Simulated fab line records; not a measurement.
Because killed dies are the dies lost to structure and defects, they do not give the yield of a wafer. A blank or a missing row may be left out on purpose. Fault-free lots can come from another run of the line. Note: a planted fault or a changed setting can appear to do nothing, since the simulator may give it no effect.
A struck lot beside a sound one :: flow n5Finfet :: 35 steps out of a route of 1938
Sound: the wafers L136.1, L136.2, L136.6. Struck: wafer L139.1 (L139.3, L139.4, from the same lot, were not struck and are left out); the cause is given at the end.
For every step that has rows: the tool of each side, followed by ch and its chambers, followed by its first start. Under that, the readings that differ: sound wafers :: struck wafers :: difference of the means :: sigmas: that difference in standard deviations of wafers without a fault.
alike: same words and numbers on both sides, and readings whose means sit less than 2 such deviations apart. not compared: any withheld reading, any reading some wafer has no value for, any bound like >300 that may hide the same value, and any number with overlapping values for which the record gives no deviation.
A row with sigmas, a row that says differs or no value, or rows on one side alone: a step with any of these is where the two part. Numbers that have no deviation but don't overlap get no sigmas and don't part them. A reading that every wafer of one side lacks parts them only if that side has two wafers or more.

first, 9 steps without rows for these wafers: N5_BEOL_M8_ILD_DEP_00 (deposits SiCOH lowk from DEMS/porogen, target thk 179.75 nm, time 33.4 s); N5_BEOL_M8_CURE_74 (cures SiCOH lowk, time 240 s); N5_BEOL_M8_PECVD_70 (deposits SiO2 from TEOS/O2, target thk 20 nm, time 22.7 s); N5_BEOL_M8_HM_DEP_02 (deposits TiN, target thk 20 nm); N5_BEOL_M8_COAT_59 (time 60 s, resist thk 100 nm); N5_BEOL_M8_COAT_60 (time 60 s, resist thk 35 nm); N5_BEOL_M8_COAT_05 (resist thk 90 nm); N5_BEOL_M8_EBR_07; N5_BEOL_M8_SOFTBAKE_06 (time 60 s).
N5_BEOL_M8_EXPOSE_08: exposes mask M8.
  sound on arfiScanner-03 ch 0, day 12 12:21; struck on arfiScanner-03 ch 0, day 13 01:56
  alike: mask
then, 2 steps without rows for these wafers: N5_BEOL_M8_PEB_09 (peb time 60 s); N5_BEOL_M8_DEVELOP_10 (develop time 30 s).
N5_BEOL_M8_CD_MEAS_11 targets a cd of 38.5 nm.
  sound on cdSem-01 ch 0, day 12 12:29; struck on cdSem-01 ch 0, day 13 02:03
reading: cdNm (nm)
sound: 38.0 38.2 38.2
struck: 36.3
difference: -1.8
sigmas: -4
then, 1 step without rows for these wafers: N5_BEOL_M8_DESCUM_16 (chemistry O2, time 7.9 s).
N5_BEOL_M8_ETCH_61: etches SiARC in CF4, target depth 45.5 nm, time 75.8 s.
  sound on rieDiel-02 ch 0,1,2, day 12 12:44; struck on rieDiel-05 ch 0, day 13 02:19
reading: etchRfOnTimeS (s)
sound: 74.0 74.9 77.1
struck: 72.5
difference: -2.8
sigmas: -2

reading: model.BEOL_M8.cdOffsetNm (nm)
sound: -0.8 -0.2 -0.6
struck: -1.6
difference: -1.1
sigmas: 
  alike: drypumpMotorCurrentA, oesProductAu, rfVppV, showerheadPlenumPTorr, throttleValvePct
  not compared: rfHoursCounterH
then, 3 steps without rows for these wafers: N5_BEOL_M8_ETCH_62 (etches SOC in N2/H2, target depth 110 nm, overetch 22 nm, time 165 s); N5_BEOL_M8_STRIP_68 (strips in N2/H2); N5_BEOL_M8_STRIP_67 (strips in CF4).
N5_BEOL_M8_HM_OPEN_17: chemistry Cl2/BCl3, target TiN, target depth 20 nm, overetch 6 nm.
  sound on rieMetal-02 ch 0,1, day 12 12:58; struck on rieMetal-03 ch 1, day 13 02:33
reading: oesProductAu (a.u.)
sound: 0.64 0.68 0.64
struck: 0.73
difference: +0.08
sigmas: +2

reading: throttleValvePct (%)
sound: 21.92 22.14 21.93
struck: 22.52
difference: +0.52
sigmas: +3

reading: model.BEOL_M8.cdOffsetNm (nm)
sound: -0.4 0 -0.6
struck: -1.6
difference: -1.3
sigmas: 
  alike: bcl3FlowSccm, drypumpMotorCurrentA
  not compared: rfHoursCounterH
then, 14 steps without rows for these wafers: N5_BEOL_M8_STRIP_19 (strips in O2); N5_BEOL_M8_COAT_63 (time 60 s, resist thk 60 nm); N5_BEOL_M8_COAT_64 (time 60 s, resist thk 12 nm); N5_BEOL_M8_COAT_71 (time 60 s, resist thk 5 nm); N5_BEOL_M8_COAT_22 (resist thk 30 nm); N5_BEOL_M8_EBR_24; N5_BEOL_M8_SOFTBAKE_23 (time 60 s); N5_BEOL_M8_EXPOSE_25 (exposes mask V7, target cd 40 nm); N5_BEOL_M8_PEB_26 (peb time 60 s); N5_BEOL_M8_DEVELOP_27 (develop time 30 s); N5_BEOL_M8_DESCUM_33 (chemistry O2, time 7 s); N5_BEOL_M8_ETCH_72 (etches underlayer in N2/H2, target depth 6.5 nm, time 5.2 s); N5_BEOL_M8_ETCH_65 (etches SiARC in CF4, target depth 15.6 nm, time 26 s); N5_BEOL_M8_ETCH_66 (etches SOC in N2/H2, target depth 80 nm, overetch 16 nm, time 120 s).
N5_BEOL_M8_CD_MEAS_35 targets a cd of 40 nm.
  sound on cdSem-01, day 12 14:20; struck on cdSem-02, day 13 03:50
reading: cdNm (nm)
sound: 39.6 40.0 39.3
struck: 38.0
difference: -1.6
sigmas: -3
following that, these wafers have no rows for 1 step: N5_PASSIVATION_PROBE_49.

WHERE THEY PART
Earliest at N5_BEOL_M8_CD_MEAS_11; latest, in this record, at N5_BEOL_M8_CD_MEAS_35.

WHY: what the simulator had put in
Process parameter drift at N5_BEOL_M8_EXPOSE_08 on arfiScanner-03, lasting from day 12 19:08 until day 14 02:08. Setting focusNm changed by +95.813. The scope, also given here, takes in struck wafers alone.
